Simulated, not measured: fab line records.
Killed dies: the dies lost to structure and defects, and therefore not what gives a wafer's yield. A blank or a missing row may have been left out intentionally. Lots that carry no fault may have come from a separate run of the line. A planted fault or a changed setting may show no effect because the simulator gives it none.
Matching of chambers ; flow n5-finfet ; rie-diel-03 running N5_BEOL_M7_ETCH_72: 4 sister chambers
The step etches underlayer in N2/H2, target depth 6.5 nm, time 5.2 s. 16 wafers are shown with their chamber, then 8 later ones without.

EACH WAFER AND ITS CHAMBER
wafer;chamber;showerhead-plenum-p-Torr (Torr);drypump-motor-current-A (A);rf-vpp-V (V)
L076.4;3;2.44;5.7;519.9
L076.5;1;2.53;5.5;522.9
L076.6;2;2.64;5.2;526.5
L078.2;3;2.44;5.7;519.3
L078.4;2;2.64;5.2;525.5
L078.6;1;2.53;5.6;523.5
L083.2;0;2.35;5.7;515.0
L083.3;2;2.63;5.2;526.2
L083.6;1;2.52;5.6;525.9
L086.2;0;2.35;5.7;516.0
L086.3;3;2.43;5.7;520.1
L086.5;1;2.52;5.6;523.5
L087.3;3;2.43;5.7;520.6
L087.5;1;2.52;5.6;523.1
L087.6;2;2.63;5.2;523.8
L096.1;1;2.51;5.6;521.6

SIGNATURES (means of the wafers above)
reading;chamber 0;chamber 1;chamber 2;chamber 3;scatter within a chamber
showerhead-plenum-p-Torr;2.3500;2.5217;2.6350;2.4350;0.00635
drypump-motor-current-A;5.700;5.583;5.200;5.700;0.0264
rf-vpp-V;515.500;523.417;525.500;519.975;1.14
Rule: for each reading, subtract the chamber's mean from the wafer's reading, divide by that reading's scatter and square the result; add these up over the readings and take the root, which gives the wafer's distance from the chamber. The wafer belongs to the nearest chamber; if the next one is less than 2 further off, it can't be placed. How the scatter is found: for the shown wafers, subtract from each reading the mean of its chamber, square and add these, divide the total by (wafers less chambers), then take the root.

WAFERS WITH NO CHAMBER GIVEN
wafer;showerhead-plenum-p-Torr (Torr);drypump-motor-current-A (A);rf-vpp-V (V)
L096.3;2.42;5.7;519.6
L096.4;2.62;5.2;524.2
L095.1;2.33;5.7;517.5
L095.2;2.62;5.2;526.7
L095.5;2.62;5.2;526.4
L097.1;2.41;5.7;521.4
L097.2;2.33;5.7;519.4
L097.5;2.62;5.2;527.3

EACH ONE'S CHAMBER
wafer;from the rows above;in truth
L096.3;3;3
L096.4;2;2
L095.1;0;0
L095.2;2;2
L095.5;2;2
L097.1;3;3
L097.2;0;0
L097.5;2;2
Placed correctly: 8 of 8. From these rows, 0 cannot be placed. Number placed wrongly: 0.
